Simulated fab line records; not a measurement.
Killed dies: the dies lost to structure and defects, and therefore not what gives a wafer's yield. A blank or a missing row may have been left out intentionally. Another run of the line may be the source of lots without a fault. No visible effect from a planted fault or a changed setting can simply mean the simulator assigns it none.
Chamber matching || flow nandHarc || rieDiel-01 running NHARC_A_BONDPAD_ETCH_34: 4 sister chambers
The step etches the open film in N2/H2, target depth 60 nm, overetch 18 nm, time 65.91 s. 4 wafers are shown with their chamber, then 7 later ones without.

WAFERS, EACH WITH ITS CHAMBER
{"wafer": "L690.3", "chamber": 3, "drypumpMotorCurrentA (A)": 5.3}
{"wafer": "L691.2", "chamber": 1, "drypumpMotorCurrentA (A)": 6.3}
{"wafer": "L696.4", "chamber": 0, "drypumpMotorCurrentA (A)": 5.1}
{"wafer": "L696.5", "chamber": 2, "drypumpMotorCurrentA (A)": 5.3}

WAFERS WITH NO CHAMBER GIVEN
{"wafer": "L696.6", "drypumpMotorCurrentA (A)": 5.3}
{"wafer": "L697.2", "drypumpMotorCurrentA (A)": 5.3}
{"wafer": "L697.3", "drypumpMotorCurrentA (A)": 5.1}
{"wafer": "L697.5", "drypumpMotorCurrentA (A)": 5.1}
{"wafer": "L700.3", "drypumpMotorCurrentA (A)": 5.2}
{"wafer": "L700.4", "drypumpMotorCurrentA (A)": 5.1}
{"wafer": "L700.5", "drypumpMotorCurrentA (A)": 5.3}

EACH ONE'S CHAMBER
{"wafer": "L696.6", "from the rows above": "can't be placed: 2 or 3", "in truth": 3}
{"wafer": "L697.2", "from the rows above": "can't be placed: 2 or 3", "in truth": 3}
{"wafer": "L697.3", "from the rows above": 0, "in truth": 0}
{"wafer": "L697.5", "from the rows above": 0, "in truth": 0}
{"wafer": "L700.3", "from the rows above": "can't be placed: 2 or 3 or 0", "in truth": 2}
{"wafer": "L700.4", "from the rows above": 0, "in truth": 0}
{"wafer": "L700.5", "from the rows above": "can't be placed: 2 or 3", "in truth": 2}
Correct placement for 3 of the 7. Cannot be placed on the basis of these rows: 4; the candidates contain the true chamber in 4. Wrongly placed: 0.
How it was worked out, from the rows above alone: a wafer's distance from a chamber is the root of the sum, over the readings, of the square of ((its reading less the chamber's mean) divided by the reading's scatter). The wafer belongs to the nearest chamber; if the next one is less than 2 further off, it can't be placed. For every chamber, the mean is computed from those of its wafers that are shown. The scatter: root of mean squared gap, hidden wafer to nearest shown wafer, with one shown wafer a chamber.
